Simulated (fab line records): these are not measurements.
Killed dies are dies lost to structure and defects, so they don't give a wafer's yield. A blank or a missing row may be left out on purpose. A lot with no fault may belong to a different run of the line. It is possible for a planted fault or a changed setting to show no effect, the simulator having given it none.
Chamber matching | flow n5_finfet | N5_SDB_ETCH_17 on rie_diel-05: 4 sister chambers
The step etches SiARC in CF4, target depth 23.4 nm, time 39 s. 8 wafers are shown with their chamber, then 8 later ones without.

== EACH WAFER AND ITS CHAMBER ==
wafer  | chamber | showerhead_plenum_p_Torr (Torr) | throttle_valve_pct (%)
L076.2 | 0       | 2.27                            | 15.40
L082.5 | 1       | 2.12                            | 15.91
L082.6 | 0       | 2.27                            | 15.44
L083.2 | 3       | 2.14                            | 15.55
L086.1 | 2       | 2.21                            | 15.29
L086.2 | 1       | 2.11                            | 15.94
L086.3 | 3       | 2.13                            | 15.55
L089.3 | 2       | 2.21                            | 15.27

== WAFERS WITHOUT THEIR CHAMBER ==
wafer  | showerhead_plenum_p_Torr (Torr) | throttle_valve_pct (%)
L089.5 | 2.21                            | 15.31
L089.6 | 2.13                            | 15.55
L092.2 | 2.13                            | 15.59
L092.3 | 2.21                            | 15.30
L092.4 | 2.21                            | 15.32
L097.1 | 2.11                            | 15.44
L097.4 | 2.26                            | 15.50
L097.5 | 2.13                            | 15.61

== CHAMBER TAKEN BY EACH ==
wafer  | from the rows above | in truth
L089.5 | 2                   | 2
L089.6 | 3                   | 3
L092.2 | 3                   | 3
L092.3 | 2                   | 2
L092.4 | 2                   | 2
L097.1 | 3                   | 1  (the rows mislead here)
L097.4 | 0                   | 0
L097.5 | 3                   | 3
7 of 8 placed correctly. Number that these rows cannot place: 0. 1 placed wrongly.
How it was worked out, from the rows above alone: a wafer's distance from a chamber is the root of the sum, over the readings, of the square of ((its reading less the chamber's mean) divided by the reading's scatter). The wafer belongs to the nearest chamber; if the next one is less than 2 further off, it can't be placed. For every chamber, the mean is computed from those of its wafers that are shown. The scatter: the root of (the sum of the squares of (reading less its chamber's mean) over the shown wafers, divided by (wafers less chambers)).
